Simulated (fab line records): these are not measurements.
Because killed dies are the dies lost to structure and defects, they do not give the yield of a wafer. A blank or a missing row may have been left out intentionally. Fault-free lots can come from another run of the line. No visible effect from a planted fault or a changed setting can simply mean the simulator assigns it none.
Chamber matching    flow n5_finfet    N5_BEOL_M11_ETCH_66 on rie_diel-03: 4 sister chambers
The step etches SOC in N2/H2, target depth 120 nm, overetch 24 nm, time 180 s. 4 wafers are shown with their chamber, then 11 later ones without.

EACH WAFER AND ITS CHAMBER
wafer   chamber  showerhead_plenum_p_Torr (Torr)
L085.5  0        2.47
L088.2  2        2.46
L088.4  1        2.62
L092.3  3        2.62

WAFERS WITHOUT THEIR CHAMBER
wafer   showerhead_plenum_p_Torr (Torr)
L092.4  2.62
L092.6  2.46
L093.1  2.46
L093.3  2.46
L093.4  2.61
L095.2  2.61
L095.5  2.46
L095.6  2.62
L097.1  2.46
L097.2  2.46
L097.4  2.61

CHAMBER TAKEN BY EACH
wafer   from the rows above      in truth
L092.4  can't be placed: 1 or 3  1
L092.6  can't be placed: 2 or 0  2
L093.1  can't be placed: 2 or 0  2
L093.3  can't be placed: 2 or 0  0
L093.4  can't be placed: 1 or 3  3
L095.2  can't be placed: 1 or 3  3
L095.5  can't be placed: 2 or 0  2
L095.6  can't be placed: 1 or 3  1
L097.1  can't be placed: 2 or 0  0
L097.2  can't be placed: 2 or 0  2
L097.4  can't be placed: 1 or 3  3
Correct placement for 0 of the 11. Can't be placed from these rows: 11 (the true chamber is among the candidates in 11). 0 placed wrongly.
How it was worked out, from the rows above alone: a wafer's distance from a chamber is the root of the sum, over the readings, of the square of ((its reading less the chamber's mean) divided by the reading's scatter). The wafer belongs to the nearest chamber; if the next one is less than 2 further off, it can't be placed. For every chamber, the mean is computed from those of its wafers that are shown. The scatter: with one shown wafer a chamber, the root of the mean of the squares of how far each hidden wafer lies from its nearest shown one.
